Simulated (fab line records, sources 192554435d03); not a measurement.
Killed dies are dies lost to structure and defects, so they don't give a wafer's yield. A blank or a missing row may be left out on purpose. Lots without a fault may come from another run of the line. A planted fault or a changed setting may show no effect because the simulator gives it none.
Chamber matching | flow n5_finfet | N5_FIN_SAQP_SPACER1_ETCHBACK_25 on rie_diel-05: 4 sister chambers
The step etches SiO2 in CHF3/O2, target depth 24.4 nm, time 12.2 s. 4 wafers are shown with their chamber, then 9 later ones without.

WAFERS WITH THEIR CHAMBER
wafer  | chamber | showerhead_plenum_p_Torr (Torr)
L081.5 | 2       | 2.27
L091.2 | 3       | 2.47
L091.4 | 1       | 2.49
L091.6 | 0       | 2.32

WAFERS WITHOUT THEIR CHAMBER
wafer  | showerhead_plenum_p_Torr (Torr)
L092.4 | 2.32
L092.5 | 2.46
L092.6 | 2.55
L094.2 | 2.55
L094.3 | 2.46
L094.6 | 2.32
L096.1 | 2.49
L096.3 | 2.32
L096.5 | 2.32

WHICH CHAMBER EACH WENT THROUGH
wafer  | from the rows above     | in truth
L092.4 | can't be placed: 0 or 2 | 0
L092.5 | can't be placed: 3 or 1 | 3
L092.6 | can't be placed: 1 or 3 | 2
L094.2 | can't be placed: 1 or 3 | 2
L094.3 | can't be placed: 3 or 1 | 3
L094.6 | can't be placed: 0 or 2 | 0
L096.1 | can't be placed: 1 or 3 | 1
L096.3 | can't be placed: 0 or 2 | 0
L096.5 | can't be placed: 0 or 2 | 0
Placed correctly: 0 of 9. Can't be placed from these rows: 9 (the true chamber is among the candidates in 7). Placed wrongly: 0.
How it was worked out, from the rows above alone: a wafer's distance from a chamber is the root of the sum, over the readings, of the square of ((its reading less the chamber's mean) divided by the reading's scatter). The wafer belongs to the nearest chamber; if the next one is less than 2 further off, it can't be placed. A chamber's mean is the mean of its shown wafers. The scatter: with one shown wafer a chamber, the root of the mean of the squares of how far each hidden wafer lies from its nearest shown one.
